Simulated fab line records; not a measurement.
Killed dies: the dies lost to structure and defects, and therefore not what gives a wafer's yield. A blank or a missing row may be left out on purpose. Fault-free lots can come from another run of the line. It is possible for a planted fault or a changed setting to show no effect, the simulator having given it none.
Chamber matching | flow n5-finfet | N5_FIN_SAQP_ETCH_67 on rie-diel-04: 4 sister chambers
The step etches SiNx in CH3F/O2, target depth 30 nm. 20 wafers are shown with their chamber, then 10 later ones without.

## WAFERS, EACH WITH ITS CHAMBER
wafer  | chamber | drypump-motor-current-A (A) | throttle-valve-pct (%) | rf-vpp-V (V)
L076.1 | 3       | 6.6                         | 16.11                  | 285
L076.4 | 3       | 6.5                         | 16.09                  | 284
L076.6 | 2       | 4.9                         | 15.95                  | 307
L078.2 | 3       | 6.6                         | 16.12                  | 283
L078.4 | 0       | 5.7                         | 16.37                  | 300
L078.6 | 3       | 6.6                         | 16.11                  | 283
L079.2 | 0       | 5.7                         | 16.36                  | 300
L079.3 | 3       | 6.6                         | 16.09                  | 283
L079.4 | 2       | 4.9                         | 15.97                  | 308
L083.2 | 0       | 5.7                         | 16.39                  | 299
L083.3 | 3       | 6.5                         | 16.13                  | 283
L083.4 | 1       | 6.3                         | 16.32                  | 311
L085.1 | 3       | 6.6                         | 16.13                  | 283
L085.2 | 1       | 6.4                         | 16.31                  | 309
L085.3 | 0       | 5.7                         | 16.37                  | 300
L088.3 | 0       | 5.7                         | 16.40                  | 298
L088.5 | 0       | 5.8                         | 16.41                  | 298
L088.6 | 1       | 6.4                         | 16.32                  | 309
L090.2 | 0       | 5.7                         | 16.39                  | 299
L090.4 | 1       | 6.3                         | 16.32                  | 309

SIGNATURES, as means of the wafers listed above
reading                 | chamber 0 | chamber 1 | chamber 2 | chamber 3 | scatter within a chamber
drypump-motor-current-A | 5.714     | 6.350     | 4.900     | 6.571     | 0.0453
throttle-valve-pct      | 16.3843   | 16.3175   | 15.9600   | 16.1114   | 0.0157
rf-vpp-V                | 299.14    | 309.50    | 307.50    | 283.43    | 0.869
Rule: a wafer's distance from a chamber is the root of the sum, over the readings, of the square of ((its reading less the chamber's mean) divided by the reading's scatter). If the next closest chamber is less than 2 further off than the closest, the wafer can't be placed; otherwise it belongs to the closest. The scatter: take each reading less its chamber's mean, square it, sum over the shown wafers, divide by the number of wafers less the number of chambers, and take the root.

## WAFERS WITH NO CHAMBER GIVEN
wafer  | drypump-motor-current-A (A) | throttle-valve-pct (%) | rf-vpp-V (V)
L090.5 | 6.6                         | 16.13                  | 283
L092.1 | 4.9                         | 16.02                  | 308
L092.4 | 4.9                         | 16.01                  | 308
L092.6 | 6.6                         | 16.14                  | 283
L095.2 | 6.4                         | 16.34                  | 309
L095.3 | 5.8                         | 16.41                  | 299
L095.5 | 6.5                         | 16.14                  | 283
L097.1 | 4.9                         | 16.01                  | 307
L097.2 | 5.8                         | 16.43                  | 299
L097.4 | 6.6                         | 16.14                  | 282

## THE CHAMBER EACH PASSED THROUGH
wafer  | from the rows above | in truth
L090.5 | 3                   | 3
L092.1 | 2                   | 2
L092.4 | 2                   | 2
L092.6 | 3                   | 3
L095.2 | 1                   | 1
L095.3 | 0                   | 0
L095.5 | 3                   | 3
L097.1 | 2                   | 2
L097.2 | 0                   | 0
L097.4 | 3                   | 3
Correct placement for 10 of the 10. Left unplaced by these rows: 0. Wrongly placed: 0.
